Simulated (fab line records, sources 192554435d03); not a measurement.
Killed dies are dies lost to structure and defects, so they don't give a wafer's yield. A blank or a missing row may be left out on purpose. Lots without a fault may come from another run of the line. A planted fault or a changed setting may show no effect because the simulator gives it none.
A struck lot beside a sound one | flow n5_finfet | 39 steps out of a route of 1938
Sound: wafers L711.3, L711.4, L711.5. Struck: wafer L706.3. (L706.5 of the same lot was not struck and is left out.) The cause comes at the end.
At each step with rows: each side's tool, then ch and its chambers, then its first start. Under that, the readings that differ: sound wafers | struck wafers | difference of the means | sigmas: that difference in standard deviations of wafers without a fault.
alike: readings whose means differ by less than 2 such deviations, and words and numbers that are the same on both sides. not compared: withheld readings, readings that some wafer has no value for, bounds like >300 that may hide the same value, and numbers for which the record gives no deviation and whose values overlap.
The two part at a step that has a row with sigmas, a row that says differs or no value, or rows on one side only. Numbers that don't overlap but have no deviation are shown without sigmas and don't part them. A reading that every wafer of one side lacks parts them only if that side has two wafers or more.

first, 9 steps without rows for these wafers: N5_HKMG_FIN_DESCUM_17 (chemistry O2, time 7.9 s); N5_HKMG_FIN_ETCH_31 (etches SiARC in CF4, target depth 45.5 nm, time 75.8 s); N5_HKMG_FIN_ETCH_32 (etches SOC in N2/H2, target depth 240 nm, time 300 s); N5_HKMG_FIN_STRIP_33 (strips in N2/H2); N5_HKMG_FIN_STRIP_34 (strips in CF4); N5_HKMG_FIN_ETCH_35 (etches SOC in N2/H2, target depth 215.8 nm, time 243.4 s); N5_HKMG_FIN_STRIP_92 (strips SOC in N2/H2, time 20 s); N5_HKMG_FIN_WET_ETCH_18 (etches TiN in SC1, time 55 s, target depth 5.2 nm, rinse time 30 s); N5_HKMG_FIN_STRIP_19 (strips in N2/H2, time 360 s).
N5_HKMG_FIN_ALD_91: deposits TiN, target thk 1 nm, pulse time 1 s, purge time 3 s.
  sound on ald_metal-01 ch 0,1, day 9 21:20; struck on ald_metal-02 ch 0, day 8 16:11
  reading    | sound    | struck | difference | sigmas
  ald_cycles | 47 47 47 | 52     | +5         |
  alike: heater_power_w, precursor_pulse_height_rel
then, 27 steps without rows for these wafers: N5_HKMG_FIN_COAT_85 (time 60 s, resist thk 300 nm); N5_HKMG_FIN_ETCH_86 (etches SOC in N2/H2, stops on TiN, target depth 393.2 nm); N5_HKMG_FIN_STRIP_89 (strips SOC in N2/H2, time 20 s); N5_HKMG_FIN_WET_ETCH_87 (etches TiN in SC1, time 154.2 s, target depth 4.7 nm, rinse time 30 s); N5_HKMG_FIN_STRIP_88 (strips in N2/H2, time 360 s); N5_HKMG_FIN_NWFM_ALD_20 (deposits TiAlC, target thk 2 nm, pulse time 3 s, purge time 2 s); N5_HKMG_FIN_ALD_71 (deposits TiN, target thk 1 nm, pulse time 1 s, purge time 3 s); N5_HKMG_FIN_COAT_66 (time 60 s, resist thk 300 nm); N5_HKMG_FIN_ETCH_67 (etches SOC in N2/H2, stops on TiN, target depth 388.9 nm); N5_HKMG_FIN_STRIP_90 (strips SOC in N2/H2, time 20 s); N5_HKMG_FIN_WET_ETCH_73 (etches the open film in SC1, time 42.3 s, target depth 1.3 nm, rinse time 30 s); N5_HKMG_FIN_ETCHBACK_68 (etches the open film in Cl2/Ar, stops on HfO2, target depth 0.5 nm); N5_HKMG_FIN_STRIP_69 (strips in N2/H2, time 360 s); N5_HKMG_FIN_ALD_21 (deposits TiN, target thk 1.5 nm, pulse time 1 s, purge time 3 s); N5_HKMG_FIN_ALD_72 (deposits W, target thk 2 nm, pulse time 1 s, purge time 2 s); N5_HKMG_FIN_W_FILL_22 (material W, target thk 60 nm, time 18.2 s); N5_HKMG_FIN_PRECLEAN_83 (cleans in DIW, time 57.5 s); N5_HKMG_FIN_SRD_84 (dry time 32 s); N5_HKMG_FIN_CMP_23 (polishes, stops on SiNx, t overpolish 10 s, target thk 46.326 nm); N5_HKMG_FIN_CMP_94 (polishes, stops on SiNx, t overpolish 4.7 s, target thk 43.299 nm); N5_GATE_CUT_ETCHBACK_00 (etches W in SF6/Cl2); N5_GATE_CUT_ETCH_56 (etches TiN in Cl2/Ar, target depth 21.6 nm); N5_GATE_CUT_ETCHBACK_30 (etches TiN in Cl2/Ar, target depth 3 nm); N5_GATE_CUT_VAPOR_ETCH_60 (etches HfO2 in BCl3/Cl2); N5_GATE_CUT_ETCH_58 (etches SiNx in CH3F/O2, target depth 17 nm, time 128.6 s); N5_GATE_CUT_STRIP_59 (strips in N2/H2, time 20 s); N5_GATE_CUT_PRECLEAN_31 (cleans in DIW, time 300 s).
-- the record jumps here: 4 days lie between the struck wafers' starts before and after (it left off in module GATE_CUT and takes up again in module BEOL_M4, whose first step shown is number 1111 of the route) --
N5_BEOL_M4_RC_MEAS_101:
  sound on prober-02 ch 0, day 14 00:53; struck on prober-01 ch 0, day 12 12:01
  reading             | sound                     | struck   | difference | sigmas
  IOFF_N (nA/um)      | 0.186 0.218 0.167         | 0.094    | -0.096     | -3
  IOFF_N_LIN (nA/um)  | 0.083 0.096 0.078         | 0.044    | -0.042     | -4
  IOFF_N_LONG (nA/um) | 5.51e-05 5.53e-05 5.6e-05 | 3.94e-05 | -1.61e-05  | -7
  ION_N (uA/um)       | 682 711 698               | 636      | -61        | -5
  ION_P (uA/um)       | 463 480 474               | 455      | -17        | -2
  VT_N (mV)           | 247 244 250               | 264      | +17        | +6
  VT_N_LONG (mV)      | 273.7 274.7 274.2         | 287.6    | +13.4      | +8
  VT_N_LVT (mV)       | 94.5 91.8 96.9            | 112.7    | +18.3      | +6
  alike: DIBL_N, DIBL_P, IOFF_P, SS_N, SS_P, VT_P
-- the record jumps here: 4 days lie between the struck wafers' starts before and after (it left off in module BEOL_M4 and takes up again in module PASSIVATION, whose first step shown is number 1936 of the route) --
N5_PASSIVATION_PROBE_49:
  sound on prober-02, day 18 12:02; struck on prober-01, day 16 22:47
  reading              | sound | struck | difference | sigmas
  sort_bin_8_speed (%) | 0 0 0 | 2.80   | +2.80      | +36
  alike: defect_limited_yield, killed_at_M0_to_M3, killed_at_M4_up, killed_at_contacts, killed_at_front_end, killed_at_other, killed_dies, killed_open, killed_short, sort_bin_5_function, sort_bin_6_memory, sort_n_pass, sort_yield_pct

WHERE THEY PART
First at N5_BEOL_M4_RC_MEAS_101; last, within this record, at N5_PASSIVATION_PROBE_49.

WHY: what the simulator had put in
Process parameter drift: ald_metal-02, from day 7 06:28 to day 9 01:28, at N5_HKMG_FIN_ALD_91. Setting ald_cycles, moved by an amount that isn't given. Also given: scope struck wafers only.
